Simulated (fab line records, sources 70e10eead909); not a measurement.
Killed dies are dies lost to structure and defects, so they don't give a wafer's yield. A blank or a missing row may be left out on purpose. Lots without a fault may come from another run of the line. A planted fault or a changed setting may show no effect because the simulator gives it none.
fab line records | flow nand_harc
record lots=13 wafers=37 last_day=33
route steps=1302 shown A_CONTACT@1027 END@1302
lots that met no fault: from a run of the same line without faults
start_h: hours from the record's first day to the start of the lot's first wafer shown | wait_h: hours since the lot's step before | " the same as in the row above | L1.1+2: a row that stands for several wafers | - no value, or no start given | * or withheld: withheld | < > ~ a bound
route shown NAME@n: a module of which the file shows steps, and the number in the route of the first | usual: mean/standard deviation of fault-free wafers | same: alike in all rows | chamber/n: place in a boat | sites: the reading at each site | _std_site: their standard deviation | _edge_site: outer sites' mean less inner sites' | radius_mm: how far each site lies from the wafer's centre | mask NAME#n: copy n | behind: the tool/chamber that last shaped the wafer | hold: why the lot was held/for how many hours/how that ended | device: the transistor (n, p or np) that didn't switch | end of line: the same wafers' tests at the end of the route | a step without rows: its recipe alone | killed: dies lost to structure and defects at the first sort, not the wafer's yield | map: a wafer's dies, x killed, . not, _ none there
set.NAME: the setting as run; set.NAME@STEP: as run at that earlier step | model.NAME: the simulator's own value behind a step, which no gauge read
steps of the route over a sample of lots; a table a step, a row a wafer
services: from which hour (start_h, from the record's first day; less than 0 if before it) a tool's chamber was out of use, for how many hours, and why
## steps
# step NHARC_A_CONTACT_DEP_57
# recipe target_thk_a=53000 temp_c=400 material=aC
# usual throttle_valve_pct=35.000/0.0082
# columns lot.wafer tool chamber start_h wait_h throttle_valve_pct
L796.2 acl_dep-01 0 494.67 - 34.990
L796.4 " 0 495.74 - 35.011
L796.6 " 0 496.82 - 35.007
L798.2 acl_dep-02 0 500.60 - 34.985
L798.3 " 0 " " 35.001
L798.5 " 0 502.21 - 35.009
L797.2 acl_dep-03 0 513.64 - 34.995
L797.4 " 0 514.69 - 35.009
L797.6 " 0 515.75 - 35.000
L800.1 acl_dep-02 0 530.27 - 35.002
L800.5 " 0 532.43 - 35.012
L800.6 " 0 " " 34.995
L803.1 acl_dep-02 0 568.99 - 35.002
L803.3 " 0 570.06 - 34.997
L803.6 " 0 571.66 - 34.989
L804.2 acl_dep-02 0 584.72 - 34.998
L804.4 " 0 585.80 - 35.008
L804.6 " 0 586.88 - 35.008
L808.4 acl_dep-01 0 613.16 - 35.013
L808.5 " 0 " " 35.025
L812.1 acl_dep-02 0 641.57 - 34.990
L812.4 " 0 643.18 - 35.007
L813.2 acl_dep-01 0 668.80 - 35.001
L813.5 " 0 670.39 - 35.006
L813.6 " 0 " " 34.998
L817.1 acl_dep-03 0 696.30 - 34.986
L817.2 " 0 " " 34.987
L817.6 " 0 698.98 - 34.988
L816.3 acl_dep-01 0 698.03 - 35.002
L816.5 " 0 699.11 - 34.999
L816.6 " 0 " " 34.992
L818.2 acl_dep-03 0 715.65 - 34.994
L818.5 " 0 717.24 - 35.008
L818.6 " 0 " " 34.994
L819.3 acl_dep-02 0 716.31 - 35.013
L819.4 " 0 " " 35.003
L819.6 " 0 717.90 - 34.992
# step NHARC_A_CONTACT_CD_MEAS_69
# recipe target_cd_nm=300 landing_energy_ev=500
# usual cd_nm=300.0/0.52
# columns lot.wafer tool chamber start_h wait_h cd_nm
L796.2 cd_sem-01 0 497.98 - 299.4
L796.4 " 0 " " 300.1
L796.6 " 0 " " 299.9
L798.2 cd_sem-01 0 504.03 - 300.0
L798.3 " 0 " " 300.6
L798.5 " 0 " " 299.8
L797.2 cd_sem-02 0 516.92 - 300.2
L797.4 " 0 " " 300.3
L797.6 " 0 " " 300.3
L800.1 cd_sem-01 0 534.12 - 300.2
L800.5 " 0 " " 299.1
L800.6 " 0 " " 299.2
L803.1 cd_sem-03 0 572.94 - 299.8
L803.3 " 0 " " 300.4
L803.6 " 0 " " 299.8
L804.2 cd_sem-02 0 588.04 - 300.2
L804.4 " 0 " " 300.2
L804.6 " 0 " " 300.5
L808.4 cd_sem-01 0 615.41 - 300.1
L808.5 " 0 " " 300.7
L812.1 cd_sem-01 0 645.53 - 300.4
L812.4 " 0 " " 299.7
L813.2 cd_sem-02 0 672.28 - 299.7
L813.5 " 0 " " 300.1
L813.6 " 0 " " 300.9
L817.1 cd_sem-01 0 700.13 - 299.8
L817.2 " 0 " " 299.6
L817.6 " 0 " " 299.8
L816.3 cd_sem-03 0 700.95 - 299.0
L816.5 " 0 " " 299.4
L816.6 " 0 " " 300.3
L818.2 cd_sem-03 0 719.05 - 299.4
L818.5 " 0 " " 299.2
L818.6 " 0 " " 300.1
L819.3 cd_sem-01 0 719.21 - 299.3
L819.4 " 0 " " 299.5
L819.6 " 0 " " 299.1
# step NHARC_A_CONTACT_ETCH_75
# recipe target_depth_a=390 over_etch_frac=0.3 time_s=65 ion_energy_ev=80 cf4_flow_sccm=150 ar_flow_sccm=0 rf_w=300 bias_w=100 chemistry=CF4
# usual drypump_motor_current_A=5.5/0.53 oes_product_au=0.998/0.0098 rf_vpp_V=151.6/1.4 run_length_s=86.0/0.44 showerhead_plenum_p_Torr=1.78/0.089 throttle_valve_pct=13.284/0.0091
# columns lot.wafer tool chamber start_h wait_h drypump_motor_current_A oes_product_au rf_hours_counter_h rf_vpp_V run_length_s showerhead_plenum_p_Torr throttle_valve_pct
L796.2 rie_diel-13 0 498.26 0.1 5.1 1.011 25 148.9 85.6 1.64 13.283
L796.4 " 1 " " 5.7 0.991 25 151.4 86.1 1.80 13.280
L796.6 " 2 " " 5.7 0.988 - 152.3 86.1 1.86 13.281
L798.2 rie_diel-13 3 504.31 0.1 4.8 1.009 23 150.9 85.8 1.67 13.286
L798.3 " 2 " " 5.7 0.995 29 152.6 86.3 1.86 13.283
L798.5 " 3 " " 4.8 1.005 - 149.6 85.2 1.67 13.290
L797.2 rie_diel-10 1 517.19 0.1 6.5 0.982 29 150.5 86.0 1.69 13.278
L797.4 " 2 " " 5.1 1.004 28 152.4 87.0 1.90 13.281
L797.6 " 0 " " 5.5 0.999 - 149.3 85.9 1.82 13.296
L800.1 rie_diel-13 3 534.40 0.1 4.8 0.999 1 151.9 85.3 1.67 13.291
L800.6 " 2 " " 5.7 0.995 - 152.1 86.0 1.86 13.285
L800.5 " 3 " " 4.8 1.003 - 150.9 85.2 1.67 13.298
L803.1 rie_diel-10 2 573.26 0.1 5.1 0.999 53 153.2 86.9 1.89 13.287
L803.3 " 2 " " 5.1 1.006 - 154.9 86.7 1.89 13.267
L803.6 " 2 " " 5.1 1.014 - 153.2 86.7 1.89 13.275
L804.2 rie_diel-13 0 588.32 0.1 5.1 0.996 10 151.4 86.4 1.91 13.296
L804.4 " 2 " " 5.7 0.996 11 153.3 85.8 1.86 13.285
L804.6 " 0 " " 5.1 0.999 - 153.1 86.5 1.91 13.274
L808.4 rie_diel-13 2 615.67 0.1 5.7 1.003 17 151.6 69.2 1.86 13.281
L808.5 " 3 " " 4.8 1.000 - 150.0 85.6 1.66 13.296
L812.1 rie_diel-13 1 645.81 0.1 5.7 0.997 23 152.4 69.1 1.79 13.284
L812.4 " 2 " " 5.7 0.997 21 152.3 68.4 1.85 13.283
L813.2 rie_diel-02 1 672.56 0.1 5.3 1.018 33 152.9 86.4 1.85 13.292
L813.5 " 0 " " 6.0 0.995 - 149.2 86.1 1.65 13.279
L813.6 " 1 " " 5.3 1.001 - 152.9 86.4 1.85 13.277
L817.1 rie_diel-10 0 700.41 0.1 5.5 1.003 28 151.9 85.9 1.80 13.292
L817.2 " 1 " " 6.5 0.998 23 150.5 85.2 1.68 13.275
L817.6 " 3 " " 6.7 1.002 - 152.1 86.2 1.81 13.276
L816.3 rie_diel-02 3 701.28 0.1 5.3 0.995 40 150.5 85.7 1.73 13.278
L816.5 " 0 " " 6.0 0.993 - 149.0 86.4 1.65 13.293
L816.6 " 1 " " 5.3 0.992 - 152.5 86.3 1.84 13.282
L818.2 rie_diel-13 2 719.33 0.1 5.7 1.011 2 154.0 85.9 1.85 13.297
L818.5 " 0 " " 5.1 1.019 - 153.6 85.9 1.90 13.259
L818.6 " 1 " " 5.7 0.986 - 150.8 86.5 1.79 13.276
L819.3 rie_diel-02 0 719.49 0.1 6.0 0.992 38 149.4 86.3 1.65 13.274
L819.4 " 1 " " 5.4 1.004 54 152.8 86.8 1.84 13.267
L819.6 " 3 " " 5.3 1.014 - 150.8 85.6 1.73 13.278
# step NHARC_A_CONTACT_ETCH_130
# recipe source_w=withheld pressure_mtorr=20 bias_v=3000 time_s=197 target_depth_a=19180 ar_flow_sccm=withheld c4f8_flow_sccm=withheld o2_flow_sccm=withheld chemistry=C4F8/O2/Ar
# usual run_length_s=197/0
# columns lot.wafer tool chamber start_h wait_h rf_hours_counter_h run_length_s
L796.2 har_cap_etch-02 0 500.80 0.1 86 197
L796.4 " 0 " " - 197
L796.6 " 1 " " - 197
L798.2 har_cap_etch-02 0 507.20 0.2 87 197
L798.3 " 0 " " - 197
L798.5 " 1 " " - 197
L797.2 har_cap_etch-02 0 519.77 0.1 92 197
L797.4 " 0 " " - 197
L797.6 " 0 " " - 197
L800.1 har_cap_etch-02 0 536.94 0.1 95 197
L800.5 " 0 " " - 197
L800.6 " 1 " " - 197
L803.1 har_cap_etch-03 1 576.29 0.1 56 197
L803.3 " 1 " " - 197
L803.6 " 1 " " - 197
L804.2 har_cap_etch-03 1 590.88 0.1 59 197
L804.4 " 0 " " - 197
L804.6 " 1 " " - 197
L808.4 har_cap_etch-02 1 618.29 0.1 - 197
L808.5 " 1 " " - 197
L812.1 har_cap_etch-03 0 648.34 0.1 70 197
L812.4 " 1 " " - 197
L813.2 har_cap_etch-01 1 675.12 0.1 30 197
L813.5 " 1 " " - 197
L813.6 " 0 " " - 197
L817.1 har_cap_etch-01 0 702.93 0.1 36 197
L817.2 " 1 " " 36 197
L817.6 " 1 " " - 197
L816.3 har_cap_etch-03 0 705.02 0.1 - 197
L816.5 " 0 " " - 197
L816.6 " 1 " " - 197
L818.2 har_cap_etch-02 1 721.86 0.1 128 197
L818.6 " 1 " " - 197
L818.5 " 0 " " - 197
L819.4 har_cap_etch-01 0 722.07 0.1 - 197
L819.3 " 1 " " - 197
L819.6 " 1 " " - 197
# step NHARC_END_SORT_01
# recipe temp_c=25
# usual killed_at_array=55/12 killed_at_other=1.0/1.2 killed_at_periphery=3.9/2.6 killed_dies=60/12 killed_open=3.3/1.9 killed_short=2.5/1.8
# same gross_dies=677
# columns lot.wafer tool chamber start_h wait_h killed_at_array killed_at_other killed_at_periphery killed_dies killed_open killed_short
L808.4 prober-01 0 674.40 3.4 136 1 1 138 3 5
L808.5 prober-01 0 675.21 3.7 38 0 5 43 6 1
L812.1 prober-02 0 705.66 2.5 187 0 0 187 1 1
L812.4 prober-02 0 708.04 3.4 197 0 5 202 0 2
L813.2 prober-01 0 732.65 2.8 52 0 3 55 5 0
L813.5 prober-01 0 735.07 3.7 58 1 4 63 4 1
L813.6 prober-01 0 735.88 4.0 52 0 8 60 4 0
# killed by level:class
L808.4 A_CONTACT:area_etch=88 A_CHANNEL_HOLE_D1:chamber_film_flake=28 A_CONTACT:chamber_film_flake=8 A_M0:chamber_film_flake=2 P_M2:geometric_particle:open=1 A_ONON_D1:geometric_particle:open=1 A_CHANNEL_FILL_D1:geometric_particle:short=1 A_ONON_D2:geometric_particle:short=1
L808.5 A_CHANNEL_HOLE_D1:chamber_film_flake=23 A_CONTACT:chamber_film_flake=7 P_M0:geometric_particle:open=3 A_SLIT:chamber_film_flake=2 A_STAIRCASE:chamber_film_flake=2 P_GATE:geometric_particle:short=1 P_CONTACT:geometric_particle:open=1 A_CHANNEL_FILL_D1:geometric_particle:open=1
L812.1 A_CONTACT:area_etch=119 A_SLIT:chamber_film_flake=31 A_CHANNEL_HOLE_D2:chamber_film_flake=21 A_CHANNEL_HOLE_D1:chamber_film_flake=6 A_STAIRCASE:chamber_film_flake=5 A_CONTACT:chamber_film_flake=3 A_CHANNEL_FILL_D2:geometric_particle:short=1 A_M0:geometric_particle:open=1
L812.4 A_CONTACT:area_etch=143 A_SLIT:chamber_film_flake=25 A_CHANNEL_HOLE_D2:chamber_film_flake=13 A_CONTACT:chamber_film_flake=5 A_CHANNEL_HOLE_D1:chamber_film_flake=4 P_GATE:chamber_film_flake=2 A_STAIRCASE:chamber_film_flake=2 A_SOURCE_PLATE:geometric_particle:short=1
L813.2 A_SLIT:chamber_film_flake=30 A_CHANNEL_HOLE_D1:chamber_film_flake=11 P_STI:chamber_film_flake=3 A_CONTACT:chamber_film_flake=3 A_CHANNEL_FILL_D1:chamber_film_flake=2 A_ONON_D1:geometric_particle:open=1 A_CHANNEL_FILL_D1:geometric_particle:open=1 A_ONON_D2:geometric_particle:open=1
L813.5 A_SLIT:chamber_film_flake=35 A_CHANNEL_HOLE_D1:chamber_film_flake=10 A_STAIRCASE:chamber_film_flake=3 A_CONTACT:chamber_film_flake=3 A_M0:geometric_particle:open=2 P_GATE:chamber_film_flake=2 A_WL_FILL:chamber_film_flake=2 P_M2:geometric_particle:open=1
L813.6 A_SLIT:chamber_film_flake=33 A_CHANNEL_HOLE_D1:chamber_film_flake=11 A_CONTACT:chamber_film_flake=5 P_STI:chamber_film_flake=4 P_M0:geometric_particle:open=2 A_STAIRCASE:chamber_film_flake=2 P_CONTACT:geometric_particle:open=1 A_CHANNEL_HOLE_D2:geometric_particle:open=1
## services
# columns tool chamber start_h hours kind
rie_diel-13 0 473.59 - clean
rie_diel-13 1 473.59 - clean
rie_diel-13 2 473.59 - clean
acl_dep-03 - 484.72 13.0 pm
har_cap_etch-02 - 489.88 1.1 repair
har_cap_etch-01 - 498.43 17.0 pm
rie_diel-13 - 519.10 9.0 pm
rie_diel-02 - 529.25 1.3 repair
acl_dep-01 - 553.13 13.0 pm
rie_diel-10 3 562.48 11.0 repair
rie_diel-13 2 568.16 8.0 repair
rie_diel-10 - 601.03 9.0 pm
rie_diel-02 0 602.62 32.6 repair
acl_dep-02 - 605.91 13.0 pm
rie_diel-10 0 633.93 1.8 repair
rie_diel-13 - 657.37 2.3 repair
rie_diel-13 0 660.34 6.6 repair
rie_diel-02 1 662.03 4.3 repair
acl_dep-03 - 666.74 13.0 pm
rie_diel-10 1 671.73 10.6 repair
rie_diel-02 1 679.68 2.1 repair
rie_diel-02 2 688.57 2.7 repair
rie_diel-13 - 696.25 9.0 pm
rie_diel-02 - 706.52 0.7 repair
## key
first_sign step=NHARC_A_CONTACT_ETCH_75 reading=run_length_s direction=down sigmas=39 usual=* struck=*
effect step=NHARC_END_SORT_01 reading=killed_at_array direction=up sigmas=9.9 usual=55 struck=173
more_kills_born_at NHARC_A_CONTACT_ETCH_75@rie_diel-13=350
met_at NHARC_A_CONTACT_ETCH_75
struck_lots L808,L812
struck_wafers L808.4,L812.1,L812.4
tester_left_out L808,L812
not_acting_at NHARC_A_CONTACT_DEP_57,NHARC_A_CONTACT_CD_MEAS_69,NHARC_A_CONTACT_ETCH_130
onset_between 588.32 615.67
fault kind=process_parameter_drift tool=rie_diel-13 chamber=- onset_h=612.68 steps=NHARC_A_CONTACT_ETCH_75 channel=time_s offset=* shape=step end_h=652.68 scope=struck_wafers_only acts_in=* stated=*
# tester_left_out: of these lots the tester's yield and bins aren't shown, on N5 and GAA mostly nor the transistor test; their killed dies are dies lost to structure and defects alone, not to doping, threshold or leakage, so they don't give the yield
